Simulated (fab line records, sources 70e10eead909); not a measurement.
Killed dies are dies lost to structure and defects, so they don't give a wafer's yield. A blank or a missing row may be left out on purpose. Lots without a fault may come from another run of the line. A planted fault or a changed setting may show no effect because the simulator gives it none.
Chamber matching | flow nand_harc | NHARC_P_M2_CMP_23 on cmp-01: 4 sister chambers
The step polishes, t overpolish 20 s, target thk 144.3 nm. 4 wafers are shown with their chamber, then 7 later ones without.

WAFERS WITH THEIR CHAMBER
wafer  | chamber | motor_current_A (A)
L083.6 | 2       | 10.3
L091.4 | 0       | 12.2
L093.2 | 3       | 11.8
L093.4 | 1       | 10.8

WAFERS WITHOUT THEIR CHAMBER
wafer  | motor_current_A (A)
L093.6 | 10.8
L095.3 | 10.3
L095.4 | 10.7
L095.5 | 10.7
L097.2 | 11.8
L097.3 | 10.8
L097.5 | 10.1

WHICH CHAMBER EACH WENT THROUGH
wafer  | from the rows above | in truth
L093.6 | 1                   | 1
L095.3 | 2                   | 2
L095.4 | 1                   | 1
L095.5 | 1                   | 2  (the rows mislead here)
L097.2 | 3                   | 3
L097.3 | 1                   | 1
L097.5 | 2                   | 2
Placed correctly: 6 of 7. Can't be placed from these rows: 0. Placed wrongly: 1.
How it was worked out, from the rows above alone: a wafer's distance from a chamber is the root of the sum, over the readings, of the square of ((its reading less the chamber's mean) divided by the reading's scatter). The wafer belongs to the nearest chamber; if the next one is less than 2 further off, it can't be placed. A chamber's mean is the mean of its shown wafers. The scatter: with one shown wafer a chamber, the root of the mean of the squares of how far each hidden wafer lies from its nearest shown one.
